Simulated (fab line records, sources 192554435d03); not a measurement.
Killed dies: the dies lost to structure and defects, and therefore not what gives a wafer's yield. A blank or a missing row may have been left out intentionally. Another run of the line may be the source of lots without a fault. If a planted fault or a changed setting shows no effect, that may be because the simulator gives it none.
Matching of chambers | flow n5-finfet | N5_FIN_SAQP_ALD_61 on ald-sin-02 has 4 sister chambers
The step deposits SiO2, target thk 4 nm, pulse time 1 s, purge time 2 s. 20 wafers are shown with their chamber, then 10 later ones without.

== EACH WAFER AND ITS CHAMBER ==
wafer  | chamber | heater-power-w (W) | precursor-pulse-height-rel
L076.2 | 0       | 422                | 1.003
L076.3 | 3       | 421                | 1.007
L076.5 | 2       | 535                | 0.962
L077.1 | 1       | 467                | 1.001
L077.2 | 2       | 570                | 1.011
L077.4 | 3       | 425                | 1.026
L080.2 | 1       | 481                | 0.995
L080.3 | 3       | 434                | 1.010
L080.4 | 2       | 569                | 0.970
L082.3 | 2       | 564                | 0.992
L082.4 | 3       | 426                | 0.985
L082.6 | 2       | 561                | 1.020
L083.2 | 0       | 425                | 0.997
L083.5 | 3       | 405                | 0.976
L083.6 | 2       | 571                | 1.004
L084.1 | 2       | 562                | 0.989
L084.3 | 3       | 431                | 0.995
L084.5 | 2       | 568                | 1.006
L085.2 | 2       | 557                | 0.981
L085.4 | 1       | 479                | 0.993

SIGNATURES (averages over the wafers above)
reading                    | chamber 0 | chamber 1 | chamber 2 | chamber 3 | scatter within a chamber
heater-power-w             | 423.50    | 475.67    | 561.89    | 423.67    | 10.1
precursor-pulse-height-rel | 1.00000   | 0.99633   | 0.99278   | 0.99983   | 0.0171
Rule: a wafer's distance from a chamber is the root of the sum, over the readings, of the square of ((its reading less the chamber's mean) divided by the reading's scatter). The wafer belongs to the nearest chamber; if the next one is less than 2 further off, it can't be placed. The scatter: take each reading less its chamber's mean, square it, sum over the shown wafers, divide by the number of wafers less the number of chambers, and take the root.

== WAFERS WITH NO CHAMBER GIVEN ==
wafer  | heater-power-w (W) | precursor-pulse-height-rel
L085.6 | 432                | 1.024
L087.1 | 428                | 0.995
L087.2 | 431                | 1.000
L087.5 | 565                | 0.983
L094.4 | 438                | 1.020
L094.5 | 429                | 1.065
L094.6 | 475                | 0.992
L096.1 | 437                | 1.035
L096.3 | 493                | 1.027
L096.4 | 560                | 1.013

== WHICH CHAMBER EACH WENT THROUGH ==
wafer  | from the rows above     | in truth
L085.6 | can't be placed: 3 or 0 | 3
L087.1 | can't be placed: 3 or 0 | 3
L087.2 | can't be placed: 3 or 0 | 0
L087.5 | 2                       | 2
L094.4 | can't be placed: 3 or 0 | 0
L094.5 | can't be placed: 0 or 3 | 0
L094.6 | 1                       | 1
L096.1 | can't be placed: 3 or 0 | 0
L096.3 | 1                       | 1
L096.4 | 2                       | 2
Correctly placed: 4 of 10. These rows do not allow placing 6 (true chamber among the candidates in 6). Wrongly placed: 0.
